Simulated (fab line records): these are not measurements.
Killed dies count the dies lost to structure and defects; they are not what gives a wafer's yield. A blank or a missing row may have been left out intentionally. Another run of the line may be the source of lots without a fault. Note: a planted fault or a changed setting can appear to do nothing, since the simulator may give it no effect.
Chamber matching | flow n5 finfet | N5_HKMG_FIN_ALD_79 on ald metal-01: 4 sister chambers
The step deposits TiN, target thk 1.5 nm, pulse time 1 s, purge time 3 s. 4 wafers are shown with their chamber, then 12 later ones without.

WAFERS WITH THEIR CHAMBER
wafer  | chamber | heater power w (W)
L087.1 | 2       | 871
L087.5 | 1       | 701
L090.2 | 3       | 878
L090.6 | 0       | 996

WAFERS MISSING THEIR CHAMBER
wafer  | heater power w (W)
L093.1 | 890
L093.2 | 708
L093.6 | 995
L094.1 | 726
L094.2 | 897
L094.3 | 888
L097.1 | 905
L097.2 | 1006
L097.3 | 872
L097.4 | 722
L097.5 | 877
L097.6 | 914

THE CHAMBER EACH PASSED THROUGH
wafer  | from the rows above     | in truth
L093.1 | can't be placed: 3 or 2 | 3
L093.2 | 1                       | 1
L093.6 | 0                       | 0
L094.1 | 1                       | 1
L094.2 | can't be placed: 3 or 2 | 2
L094.3 | can't be placed: 3 or 2 | 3
L097.1 | can't be placed: 3 or 2 | 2
L097.2 | 0                       | 0
L097.3 | can't be placed: 2 or 3 | 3
L097.4 | 1                       | 1
L097.5 | can't be placed: 3 or 2 | 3
L097.6 | can't be placed: 3 or 2 | 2
Correctly placed: 5 of 12. Cannot be placed on the basis of these rows: 7; the candidates contain the true chamber in 7. Wrongly placed: 0.
How it was worked out, from the rows above alone: a wafer's distance from a chamber is the root of the sum, over the readings, of the square of ((its reading less the chamber's mean) divided by the reading's scatter). If the next closest chamber is less than 2 further off than the closest, the wafer can't be placed; otherwise it belongs to the closest. For every chamber, the mean is computed from those of its wafers that are shown. The scatter: with one shown wafer a chamber, the root of the mean of the squares of how far each hidden wafer lies from its nearest shown one.
